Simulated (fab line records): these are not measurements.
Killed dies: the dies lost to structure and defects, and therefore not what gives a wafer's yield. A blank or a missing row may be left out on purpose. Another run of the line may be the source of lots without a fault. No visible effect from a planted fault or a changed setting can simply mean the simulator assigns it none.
fab line records    flow nand_harc
[record] lots = 6  wafers = 18  last_day = 24
route steps=1159 shown A_CONTACT@851 END@1159
lots that met no fault: from a run of the same line without faults
start_h: the number of hours between the record's first day and the start of the first shown wafer of the lot    wait_h: hours from the lot's prior step to this one    " repeats the value in the row above    L1.1+2: a single row standing in for several wafers    - no value, or no start was given    * or withheld: withheld    < > ~ a bound
route shown NAME@n: names a module that has steps shown in the file, with the first one's number in the route    usual: average and standard deviation across the fault-free wafers    same: alike in all rows    chamber/n: place in a boat    sites: per-site readings    _std_site: standard deviation across them    _edge_site: inner sites' mean taken away from outer sites' mean    radius_mm: for every site, how far away it sits from the centre of the wafer    mask NAME#n: copy n    behind: the tool/chamber that last shaped the wafer    hold: why the lot went on hold/how many hours it stayed there/how the hold came to an end    device: which transistor (n, p or np) failed to switch    end of line: the same wafers' tests at the end of the route    step lacking rows: just its recipe    killed: dies that structure and defects cost at the first sort, which is not the same as the wafer's yield    map: dies across one wafer; x = killed, . = not, _ = none there
set.NAME: the run value of the setting; set.NAME@STEP: its run value at that earlier step    model.NAME: the simulator's own value behind a step, which no gauge read
lots at selected steps of the route; one table per step, one row per wafer
services: from which hour (start_h, from the record's first day; less than 0 if before it) a tool's chamber was out of use, for how many hours, and why
[[steps]]
[step NHARC_A_CONTACT_EXPOSE_39]
[recipe] na = 1.35  sigma_outer = 0.8  dose_mj = 58.79  mask_id = A_CC_3
[step NHARC_A_CONTACT_PEB_40]
[recipe] peb_temp_c = 100  peb_time_s = 65
[step NHARC_A_CONTACT_DEVELOP_41]
[recipe] develop_time_s = 35  dev_temp_c = 23
[step NHARC_A_CONTACT_CD_MEAS_42]
[recipe] target_cd_nm = 200  landing_energy_ev = 500
[usual] cd_nm = 200.1/0.69
lot.wafer  tool       chamber  start_h  wait_h  cd_nm
L368.2     cd_sem-03  0        388.42   -       200.7
L368.4     "          0        "        "       200.1
L368.5     "          0        "        "       200.4
L371.2     cd_sem-03  0        406.04   -       199.9
L371.4     "          0        "        "       199.5
L371.5     "          0        "        "       200.8
L374.2     cd_sem-01  0        430.35   -       201.1
L374.5     "          0        "        "       199.4
L374.6     "          0        "        "       200.1
L377.2     cd_sem-02  0        443.22   -       199.9
L377.3     "          0        "        "       199.8
L377.4     "          0        "        "       200.2
L383.2     cd_sem-03  0        468.13   -       199.6
L383.4     "          0        "        "       201.4
L383.6     "          0        "        "       199.9
L388.2     cd_sem-03  0        501.45   -       200.5
L388.3     "          0        "        "       200.3
L388.4     "          0        "        "       200.9
[step NHARC_A_CONTACT_OVL_MEAS_43]
[usual] overlay_x_nm = 0.1/0.91  overlay_y_nm = -0.4/0.79
lot.wafer  tool        chamber  start_h  wait_h  overlay_x_nm  overlay_y_nm
L368.2     overlay-01  -        388.51   -       1.2           0.0
L368.4     "           -        "        "       0.5           -0.5
L368.5     "           -        "        "       0.9           -0.1
L371.2     overlay-01  -        406.15   -       0.1           -0.9
L371.4     "           -        "        "       0.3           -1.1
L371.5     "           -        "        "       0.2           -1.3
L374.2     overlay-01  -        430.44   -       0.0           -0.6
L374.5     "           -        "        "       0.5           -0.5
L374.6     "           -        "        "       0.0           -0.6
L377.2     overlay-02  -        443.30   -       0.5           -0.9
L377.3     "           -        "        "       0.7           -0.8
L377.4     "           -        "        "       0.1           -0.7
L383.2     overlay-02  -        468.21   -       -0.8          -0.4
L383.4     "           -        "        "       -0.5          -0.9
L383.6     "           -        "        "       -0.8          -1.0
L388.2     overlay-02  -        501.54   -       -0.8          0.0
L388.3     "           -        "        "       -0.1          -0.4
L388.4     "           -        "        "       -0.5          -0.3
[step NHARC_A_CONTACT_INSPECT_44]
[usual] raw_defect_count = 25/12
lot.wafer  tool               chamber  start_h  wait_h  raw_defect_count
L368.2     defect_inspect-01  -        388.54   0.0     16
L368.4     "                  -        "        "       17
L368.5     "                  -        "        "       21
L371.2     defect_inspect-01  -        406.20   0.1     40
L371.4     "                  -        "        "       37
L371.5     "                  -        "        "       31
L374.2     defect_inspect-01  -        430.47   0.0     38
L374.5     "                  -        "        "       26
L374.6     "                  -        "        "       29
L377.2     defect_inspect-01  -        443.34   0.0     19
L377.3     "                  -        "        "       19
L377.4     "                  -        "        "       25
L383.2     defect_inspect-01  -        468.25   0.0     53
L383.4     "                  -        "        "       49
L383.6     "                  -        "        "       53
L388.2     defect_inspect-01  -        501.58   0.0     16
L388.3     "                  -        "        "       10
L388.4     "                  -        "        "       10
[step NHARC_A_CONTACT_DESCUM_47]
[recipe] time_s = 3  o2_flow_sccm = 200  ar_flow_sccm = 0  bias_power_w = 0  chemistry = O2
[step NHARC_A_CONTACT_ETCH_48]
[recipe] target_depth_a = 390  over_etch_frac = 0.3  time_s = 65  ion_energy_ev = 80  cf4_flow_sccm = 150  ar_flow_sccm = 0  rf_w = 300  bias_w = 100  chemistry = CF4
[step NHARC_A_CONTACT_ETCH_49]
[recipe] target_depth_a = 2600  over_etch_frac = 0.3  time_s = 475.3  ion_energy_ev = 200  n2_flow_sccm = 150  h2_flow_sccm = 150  ar_flow_sccm = 0  rf_w = 400  bias_w = 150  chemistry = N2/H2
[usual] drypump_motor_current_A = 5.8/0.32  n2_flow_sccm = 150.0/0.44  oes_product_au = 0.996/0.013  rf_vpp_V = 430/3.2  showerhead_plenum_p_Torr = 2.04/0.11  throttle_valve_pct = 14.170/0.0091
lot.wafer  tool         chamber  start_h  wait_h  drypump_motor_current_A  n2_flow_sccm  oes_product_au  rf_hours_counter_h  rf_vpp_V  showerhead_plenum_p_Torr  throttle_valve_pct
L368.2     rie_diel-06  3        -        -       6.1                      150.0         1.000           27                  426       1.88                      14.168
L368.4     "            2        "        "       5.6                      149.4         1.002           -                   432       2.15                      14.176
L368.5     "            3        "        "       6.0                      150.1         1.012           -                   426       1.88                      14.185
L371.4     rie_diel-06  0        -        -       5.4                      150.0         0.993           24                  427       1.94                      14.167
L371.2     "            2        "        "       5.6                      150.1         1.010           33                  433       2.14                      14.162
L371.5     "            1        "        "       5.8                      149.8         1.008           -                   430       2.03                      14.179
L374.2     rie_diel-06  2        -        -       5.6                      150.3         1.008           0                   433       2.14                      14.168
L374.5     "            0        "        "       5.4                      150.4         0.987           -                   427       1.94                      14.165
L374.6     "            1        "        "       5.8                      149.8         1.005           -                   430       2.03                      14.170
L377.2     rie_diel-06  3        -        -       6.0                      148.8         0.979           2                   433       2.22                      14.163
L377.3     "            0        "        "       5.4                      150.0         0.999           2                   428       1.94                      14.172
L377.4     "            1        "        "       5.8                      149.1         1.002           2                   431       2.03                      14.180
L383.2     rie_diel-06  0        -        -       5.4                      149.6         1.002           7                   428       1.94                      14.182
L383.4     "            2        "        "       5.6                      149.9         1.007           5                   432       2.14                      14.172
L383.6     "            0        "        "       5.4                      149.5         0.998           -                   428       1.94                      14.167
L388.3     rie_diel-03  1        -        -       6.4                      149.7         0.980           38                  428       1.95                      14.162
L388.4     "            2        "        "       5.9                      149.7         0.992           39                  433       2.20                      14.160
L388.2     "            3        "        "       6.1                      150.0         0.991           39                  431       2.10                      14.169
[step NHARC_A_CONTACT_ETCH_50]
[recipe] target_depth_a = 847  time_s = 42.4  cf4_flow_sccm = 100  chf3_flow_sccm = 30  ar_flow_sccm = 0  rf_w = 500  bias_w = 200  chemistry = CF4/CHF3
[step NHARC_A_CONTACT_ETCH_51]
[recipe] target_depth_a = 36000  over_etch_frac = 0.3  time_s = 936  ion_energy_ev = 150  o2_flow_sccm = 400  cos_flow_sccm = 20  ar_flow_sccm = 0  rf_w = 500  bias_w = 300  chemistry = O2/COS
[usual] drypump_motor_current_A = 5.8/0.32  oes_product_au = 0.997/0.014  rf_vpp_V = 314.3/2.4  showerhead_plenum_p_Torr = 3.14/0.16  throttle_valve_pct = 28.330/0.0092
lot.wafer  tool         chamber  start_h  wait_h  drypump_motor_current_A  oes_product_au  rf_hours_counter_h  rf_vpp_V  showerhead_plenum_p_Torr  throttle_valve_pct
L368.2     rie_diel-06  1        -        -       5.8                      0.995           25                  313.6     3.11                      28.341
L368.4     "            2        "        "       5.6                      1.009           -                   316.1     3.27                      28.335
L368.5     "            1        "        "       5.8                      0.990           -                   314.4     3.11                      28.340
L371.2     rie_diel-06  2        -        -       5.6                      1.024           34                  316.4     3.27                      28.327
L371.4     "            0        "        "       5.4                      0.991           24                  311.3     2.98                      28.327
L371.5     "            2        "        "       5.6                      1.007           -                   316.7     3.27                      28.328
L374.2     rie_diel-06  1        -        -       5.8                      1.005           1                   315.0     3.11                      28.326
L374.6     "            3        "        "       6.0                      0.971           -                   316.3     3.37                      28.344
L374.5     "            0        "        "       5.4                      0.999           -                   312.0     2.98                      28.334
L377.3     rie_diel-06  3        -        -       6.1                      0.969           3                   317.7     3.37                      28.331
L377.2     "            0        "        "       5.3                      0.990           3                   311.5     2.98                      28.325
L377.4     "            2        "        "       5.6                      0.998           2                   316.9     3.26                      28.342
L383.2     rie_diel-06  0        -        -       5.4                      0.997           8                   312.2     2.98                      28.327
L383.4     "            2        "        "       5.6                      1.007           6                   316.2     3.26                      28.330
L383.6     "            0        "        "       5.4                      0.989           -                   311.7     2.98                      28.320
L388.2     rie_diel-03  0        -        -       6.1                      0.983           39                  312.6     2.98                      28.324
L388.3     "            2        "        "       5.9                      1.004           39                  317.7     3.35                      28.338
L388.4     "            3        "        "       6.2                      0.978           39                  313.8     3.20                      28.330
[step NHARC_A_CONTACT_ETCH_111]
[recipe] source_w = withheld  pressure_mtorr = 20  bias_v = withheld  time_s = 140  target_depth_a = 7000  ar_flow_sccm = withheld  c4f8_flow_sccm = withheld  o2_flow_sccm = withheld  chemistry = C4F8/O2/Ar
[step NHARC_A_CONTACT_ETCH_112]
[recipe] source_w = withheld  pressure_mtorr = 20  bias_v = 3000  time_s = 94  target_depth_a = 9220  ar_flow_sccm = withheld  c4f8_flow_sccm = withheld  o2_flow_sccm = withheld  chemistry = C4F8/O2/Ar
lot.wafer  tool             chamber  start_h  wait_h  rf_hours_counter_h
L368.2     har_cap_etch-03  1        390.30   0.2     80
L368.4     "                0        "        "       -
L368.5     "                0        "        "       -
L371.2     har_cap_etch-01  1        407.72   0.2     62
L371.4     "                0        "        "       -
L371.5     "                0        "        "       -
L374.2     har_cap_etch-03  0        432.00   0.2     87
L374.6     "                0        "        "       -
L374.5     "                1        "        "       -
L377.2     har_cap_etch-03  1        445.38   0.1     90
L377.4     "                0        "        "       -
L377.3     "                1        "        "       -
L383.2     har_cap_etch-02  0        469.95   0.2     21
L383.4     "                1        "        "       -
L383.6     "                1        "        "       -
L388.2     har_cap_etch-01  0        503.10   0.2     77
L388.4     "                0        "        "       -
L388.3     "                1        "        "       -
[step NHARC_A_CONTACT_ETCH_113]
[recipe] source_w = withheld  pressure_mtorr = 20  bias_v = 3000  time_s = 94  target_depth_a = 9220  ar_flow_sccm = withheld  c4f8_flow_sccm = withheld  o2_flow_sccm = withheld  chemistry = C4F8/O2/Ar
[step NHARC_A_CONTACT_ETCH_114]
[recipe] source_w = withheld  pressure_mtorr = 20  bias_v = 3000  time_s = 94  target_depth_a = 9220  ar_flow_sccm = withheld  c4f8_flow_sccm = withheld  o2_flow_sccm = withheld  chemistry = C4F8/O2/Ar
lot.wafer  tool             chamber  start_h  wait_h  rf_hours_counter_h
L368.2     har_cap_etch-03  1        390.48   0.1     80
L368.4     "                0        "        "       -
L368.5     "                0        "        "       -
L371.2     har_cap_etch-01  1        407.90   0.1     63
L371.4     "                0        "        "       -
L371.5     "                0        "        "       -
L374.2     har_cap_etch-03  0        432.18   0.1     87
L374.6     "                0        "        "       -
L374.5     "                1        "        "       -
L377.2     har_cap_etch-03  1        445.56   0.1     90
L377.4     "                0        "        "       -
L377.3     "                1        "        "       -
L383.2     har_cap_etch-02  0        470.13   0.1     21
L383.4     "                1        "        "       -
L383.6     "                1        "        "       -
L388.2     har_cap_etch-01  0        503.28   0.1     78
L388.4     "                0        "        "       -
L388.3     "                1        "        "       -
[step NHARC_A_CONTACT_ETCH_115]
[recipe] source_w = withheld  pressure_mtorr = 20  bias_v = 3000  time_s = 94  target_depth_a = 9220  ar_flow_sccm = withheld  c4f8_flow_sccm = withheld  o2_flow_sccm = withheld  chemistry = C4F8/O2/Ar
[step NHARC_A_CONTACT_ETCH_116]
[recipe] source_w = withheld  pressure_mtorr = 20  bias_v = 3000  time_s = 94  target_depth_a = 9220  ar_flow_sccm = withheld  c4f8_flow_sccm = withheld  o2_flow_sccm = withheld  chemistry = C4F8/O2/Ar
[step NHARC_A_CONTACT_ETCH_117]
[recipe] source_w = withheld  pressure_mtorr = 20  bias_v = 3000  time_s = 94  target_depth_a = 9220  ar_flow_sccm = withheld  c4f8_flow_sccm = withheld  o2_flow_sccm = withheld  chemistry = C4F8/O2/Ar
[step NHARC_A_CONTACT_ETCH_118]
[recipe] source_w = withheld  pressure_mtorr = 20  bias_v = 3000  time_s = 94  target_depth_a = 9220  ar_flow_sccm = withheld  c4f8_flow_sccm = withheld  o2_flow_sccm = withheld  chemistry = C4F8/O2/Ar
[step NHARC_A_CONTACT_ETCH_119]
[recipe] source_w = withheld  pressure_mtorr = 20  bias_v = 3000  time_s = 94  target_depth_a = 9220  ar_flow_sccm = withheld  c4f8_flow_sccm = withheld  o2_flow_sccm = withheld  chemistry = C4F8/O2/Ar
[step NHARC_A_CONTACT_ETCH_120]
[recipe] source_w = withheld  pressure_mtorr = 20  bias_v = 3000  time_s = 94  target_depth_a = 9220  ar_flow_sccm = withheld  c4f8_flow_sccm = withheld  o2_flow_sccm = withheld  chemistry = C4F8/O2/Ar
[step NHARC_A_CONTACT_ETCH_121]
[recipe] source_w = withheld  pressure_mtorr = 20  bias_v = 3000  time_s = 94  target_depth_a = 9220  ar_flow_sccm = withheld  c4f8_flow_sccm = withheld  o2_flow_sccm = withheld  chemistry = C4F8/O2/Ar
[step NHARC_A_CONTACT_ETCH_122]
[recipe] source_w = withheld  pressure_mtorr = 20  bias_v = 3000  time_s = 95  target_depth_a = 9300  ar_flow_sccm = withheld  c4f8_flow_sccm = withheld  o2_flow_sccm = withheld  chemistry = C4F8/O2/Ar
[step NHARC_A_CONTACT_ETCH_123]
[recipe] source_w = withheld  pressure_mtorr = 20  bias_v = 400  time_s = 253  target_depth_a = 10900  ar_flow_sccm = withheld  c4f8_flow_sccm = 11.5  o2_flow_sccm = 7.2  chemistry = C4F8/O2/Ar
[step NHARC_A_CONTACT_ETCH_90]
[recipe] target_depth_a = 400  over_etch_frac = 0.5  time_s = 85.7  ion_energy_ev = 120  ch3f_flow_sccm = 50  o2_flow_sccm = 30  ar_flow_sccm = 200  rf_w = 500  bias_w = 100  chemistry = CH3F/O2
[step NHARC_A_CONTACT_ETCH_96]
[recipe] target_depth_a = 200  over_etch_frac = 0.5  time_s = 10  ion_energy_ev = 250  c4f6_flow_sccm = 25  o2_flow_sccm = 20  ar_flow_sccm = 500  rf_w = 600  bias_w = 500  chemistry = C4F6/O2
[usual] drypump_motor_current_A = 5.8/0.31  oes_product_au = 0.972/0.026  rf_vpp_V = 547/4.1  showerhead_plenum_p_Torr = 3.94/0.19  throttle_valve_pct = 26.903/0.0089
lot.wafer  tool         chamber  start_h  wait_h  drypump_motor_current_A  oes_product_au  rf_hours_counter_h  rf_vpp_V  showerhead_plenum_p_Torr  throttle_valve_pct
L368.4     rie_diel-06  3        -        -       6.1                      0.975           29                  541       3.65                      26.887
L368.2     "            0        "        "       5.4                      0.981           21                  542       3.76                      26.900
L368.5     "            0        "        "       5.4                      0.986           -                   543       3.76                      26.898
L371.2     rie_diel-06  1        -        -       5.8                      0.935           31                  548       3.91                      26.898
L371.4     "            2        "        "       5.6                      0.945           35                  549       4.10                      26.900
L371.5     "            0        "        "       5.4                      0.938           -                   543       3.76                      26.907
L374.2     rie_diel-06  2        -        -       5.6                      0.950           1                   551       4.10                      26.885
L374.6     "            0        "        "       5.4                      0.949           -                   542       3.75                      26.905
L374.5     "            1        "        "       5.8                      0.977           -                   546       3.91                      26.910
L377.3     rie_diel-06  3        -        -       6.1                      0.951           4                   553       4.22                      26.910
L377.2     "            0        "        "       5.4                      0.960           5                   542       3.75                      26.899
L377.4     "            1        "        "       5.8                      0.965           4                   545       3.91                      26.902
L383.4     rie_diel-03  3        -        -       6.2                      0.994           30                  548       4.03                      26.887
L383.2     "            1        "        "       6.4                      0.990           29                  544       3.78                      26.907
L383.6     "            3        "        "       6.2                      0.980           -                   547       4.03                      26.894
L388.2     rie_diel-13  1        -        -       5.8                      1.009           17                  542       3.71                      26.890
L388.3     "            2        "        "       5.2                      0.986           19                  551       4.14                      26.900
L388.4     "            0        "        "       5.9                      0.986           17                  546       3.86                      26.892
[step NHARC_A_CONTACT_CD_MEAS_53]
[usual] cd_nm = 189.2/0.94
lot.wafer  tool       chamber  start_h  wait_h  cd_nm
L368.2     cd_sem-02  -        392.12   -       188.2
L368.4     "          -        "        "       189.9
L368.5     "          -        "        "       189.7
L371.2     cd_sem-03  -        409.54   -       189.3
L371.4     "          -        "        "       188.2
L371.5     "          -        "        "       188.8
L374.2     cd_sem-03  -        433.88   -       187.5
L374.5     "          -        "        "       188.3
L374.6     "          -        "        "       187.6
L377.2     cd_sem-02  -        447.27   -       189.3
L377.3     "          -        "        "       190.1
L377.4     "          -        "        "       189.9
L383.2     cd_sem-01  -        471.92   -       190.0
L383.4     "          -        "        "       190.3
L383.6     "          -        "        "       189.8
L388.2     cd_sem-01  -        504.96   -       187.2
L388.3     "          -        "        "       186.7
L388.4     "          -        "        "       187.5
[step NHARC_A_CONTACT_STRIP_99]
[recipe] n2_flow_sccm = 150  h2_flow_sccm = 150  ar_flow_sccm = 0  bias_w = 0  chemistry = N2/H2
[step NHARC_A_CONTACT_STRIP_100]
[recipe] cf4_flow_sccm = 100  chf3_flow_sccm = 30  ar_flow_sccm = 0  bias_w = 0  chemistry = CF4/CHF3
[step NHARC_A_CONTACT_STRIP_101]
[recipe] o2_flow_sccm = 400  cos_flow_sccm = 20  ar_flow_sccm = 0  bias_w = 0  chemistry = O2/COS
[step NHARC_A_CONTACT_ETCH_102]
[recipe] target_depth_a = 700  overetch_a = 70  time_s = 38.5  ion_energy_ev = 100  cf4_flow_sccm = 80  o2_flow_sccm = 20  ar_flow_sccm = 0  rf_w = 300  bias_w = 100  chemistry = CF4/O2
[step NHARC_A_CONTACT_STRIP_55]
[recipe] o2_flow_sccm = 500  ar_flow_sccm = 0  bias_w = 0  chemistry = O2
[step NHARC_A_CONTACT_STRIP_56]
[recipe] time_s = 600  temp_c = 30  chemistry = post_etch_residue_remover
[step NHARC_A_CONTACT_DEP_57]
[recipe] target_thk_a = 28000  temp_c = 400  material = aC
[step NHARC_A_CONTACT_DEP_58]
[recipe] target_thk_a = 600  target_thk_nm = 60  temp_c = 400  pressure_torr = 3.5  flow_sccm = 200  rf_w = 350  material = SiON
[usual] chamber_pressure_Torr = 3.500/0.0079  heater_power_w = 744/110  showerhead_vpp_V = 1153/42
lot.wafer  tool      chamber  start_h  wait_h  chamber_pressure_Torr  heater_power_w  showerhead_vpp_V
L368.2     pecvd-04  1        396.55   1.2     3.502                  752             1140
L368.4     "         0        "        "       3.510                  557             1135
L368.5     "         1        "        "       3.498                  735             1124
L371.2     pecvd-03  0        412.28   1.2     3.498                  728             1133
L371.4     "         2        "        "       3.506                  879             1099
L371.5     "         1        "        "       3.501                  855             1131
L374.2     pecvd-04  0        436.61   1.2     3.510                  536             1134
L374.5     "         0        "        "       3.499                  506             1154
L374.6     "         1        "        "       3.491                  803             1138
L377.2     pecvd-01  0        450.21   1.2     3.495                  785             1159
L377.3     "         1        "        "       3.508                  891             1091
L377.4     "         2        "        "       3.492                  646             1159
L383.2     pecvd-04  1        474.65   1.2     3.490                  772             1138
L383.6     "         1        "        "       3.501                  798             1146
L383.4     "         2        "        "       3.505                  679             1258
L388.3     pecvd-01  0        507.96   0.9     3.502                  775             1211
L388.2     "         1        "        "       3.498                  764             1125
L388.4     "         2        "        "       3.507                  672             1188
[step NHARC_A_CONTACT_DEHYDRATE_59]
[recipe] temp_c = 150  time_s = 120
[step NHARC_A_CONTACT_HMDS_60]
[recipe] time_s = 30
[step NHARC_A_CONTACT_COAT_61]
[recipe] temp_c = 260  time_s = 75
[step NHARC_A_CONTACT_COAT_62]
[recipe] temp_c = 225  time_s = 65
[step NHARC_A_CONTACT_COAT_63]
[recipe] spin_rpm = 1500  resist_thk_nm = 90
[step NHARC_A_CONTACT_SOFTBAKE_64]
[recipe] temp_c = 105  time_s = 55
[step NHARC_A_CONTACT_EBR_65]
[step NHARC_END_SORT_01]
[recipe] temp_c = 25
[usual] killed_at_array = 24/8.7  killed_at_other = 0.8/1.2  killed_at_periphery = 3.6/2.3  killed_dies = 28/8.9  killed_open = 3.2/1.9  killed_short = 2.0/1.6
[same] gross_dies = 677
lot.wafer  tool       chamber  start_h  wait_h  killed_at_array  killed_at_other  killed_at_periphery  killed_dies  killed_open  killed_short
L374.2     prober-02  0        497.57   2.8     96               0                6                    102          4            1
L374.6     prober-02  0        500.81   4.1     96               0                8                    104          4            4
L377.4     prober-01  0        528.41   3.4     83               0                3                    86           0            4
// killed by level:class
L374.2 A_CONTACT:unspecified=71 A_SLIT:chamber_film_flake=11 A_CHANNEL_HOLE_D1:chamber_film_flake=4 A_WL_FILL:chamber_film_flake=4 P_ZERO_WELL:chamber_film_flake=3 A_SGD_CUT:geometric_particle:open=2 P_M2:chamber_film_flake=2 P_STI:geometric_particle:open=1
L374.6 A_CONTACT:unspecified=72 A_SLIT:chamber_film_flake=11 A_WL_FILL:chamber_film_flake=3 A_CONTACT:chamber_film_flake=3 P_CONTACT:geometric_particle:open=2 P_ZERO_WELL:chamber_film_flake=2 P_M2:chamber_film_flake=2 A_STAIRCASE:chamber_film_flake=2
L377.4 A_CONTACT:unspecified=65 A_CHANNEL_HOLE_D1:chamber_film_flake=6 A_STAIRCASE:chamber_film_flake=6 A_CHANNEL_FILL_D1:geometric_particle:short=2 P_BONDPAD:chamber_film_flake=2 A_CONTACT:chamber_film_flake=2 P_STI:geometric_particle:short=1 A_ONON_D1:geometric_particle:short=1
// map L374.6 (x killed, . not)
____________.____________
_________......._________
_______x.........._______
______..........x..______
_____...x..........._____
____.................____
____.................____
___................x..___
___.............x.x...___
__.x............xxx.x..__
__..x..........xxxxxxx.__
_...............xxxx.x.._
_.x...........x..xxxxx.x_
_............x.xxxxxxxx._
_..............xxxxxxx.._
_..............xxxxxxxx._
..............x.xxxxxxx..
................xxxxx.x..
x..............xx.x..x...
................xxxx.x...
x..................x.....
_.................x....x_
_..x...................._
_....x.........x.x..x..._
_....x.........x........_
_......................._
__.....................__
__.....................__
___....x..x...........___
___.................x.___
____..x..............____
____xxxx.............____
_____x..x..........._____
______x............______
_______x.........._______
_________...x..._________
____________.____________
// map L377.4 (x killed, . not)
____________.____________
_________......._________
_______..........._______
______.............______
_____..............._____
____...............x.____
____.................____
___.............x.x...___
___..............xx...___
__..............xx..x..__
__x.x...........xxxx.xx__
_..x.........x..xxxxx.x._
_..............xxxxxxxx._
_....xx.......xxxxxxxxx._
_...............xxxxxxx._
_.............x.xxxxxxx._
..............xxxxxxxx..x
................xxxxx....
................xxxx....x
..................x.x....
..................x......
_x...............x.x...._
_......................._
_......................._
_...............xx......_
_......................._
__.....................__
__........x............__
___...................___
___...................___
____.................____
____.................____
_____..............._____
______.............______
_______..........._______
_________......._________
____________.____________
[[services]]
tool         chamber  start_h  hours  kind
rie_diel-06  0        372.96   -      clean
rie_diel-06  1        372.96   -      clean
rie_diel-06  2        372.96   -      clean
rie_diel-06  3        372.96   -      clean
rie_diel-03  1        373.11   22.4   repair
pecvd-04     -        376.47   13.0   pm
rie_diel-03  -        392.36   9.0    pm
rie_diel-06  0        397.46   -      clean
rie_diel-06  1        397.46   -      clean
rie_diel-06  2        397.46   -      clean
rie_diel-06  3        397.46   -      clean
pecvd-01     0        415.73   4.8    repair
pecvd-03     2        415.73   9.6    repair
rie_diel-06  -        418.20   9.0    pm
rie_diel-06  0        418.20   9.0    vent_cycle
rie_diel-06  1        418.20   9.3    vent_cycle
rie_diel-06  2        418.20   9.0    vent_cycle
rie_diel-06  3        418.20   9.0    vent_cycle
pecvd-01     -        418.39   13.0   pm
pecvd-01     2        453.02   6.8    repair
rie_diel-13  -        453.37   9.0    pm
rie_diel-13  -        470.70   1.6    repair
pecvd-03     -        473.17   13.0   pm
rie_diel-06  2        492.00   16.2   repair
[[key]]
[first_sign] step = NHARC_END_SORT_01  reading = killed_dies  direction = up  sigmas = 7.8  usual = 28  struck = 97
[effect] step = NHARC_END_SORT_01  reading = killed_at_array  direction = up  sigmas = 7.7  usual = 24  struck = 92
[more_kills_born_at] NHARC_A_CONTACT_ETCH_112@har_cap_etch-03 = 203
met_at NHARC_A_CONTACT_ETCH_112
struck_wafers L374.2,L374.6,L377.4
tester_left_out L374,L377
onset_between 390.30 432.00
[fault] kind = chamber_particle_source  tool = har_cap_etch-03  chamber = 0  onset_h = 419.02  steps = NHARC_A_CONTACT_ETCH_112  rate_per_visit_cm2 = 0.38131  end_h = 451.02
// tester_left_out: of these lots the tester's yield and bins aren't shown, on N5 and GAA mostly nor the transistor test; their killed dies are dies lost to structure and defects alone, not to doping, threshold or leakage, so they don't give the yield
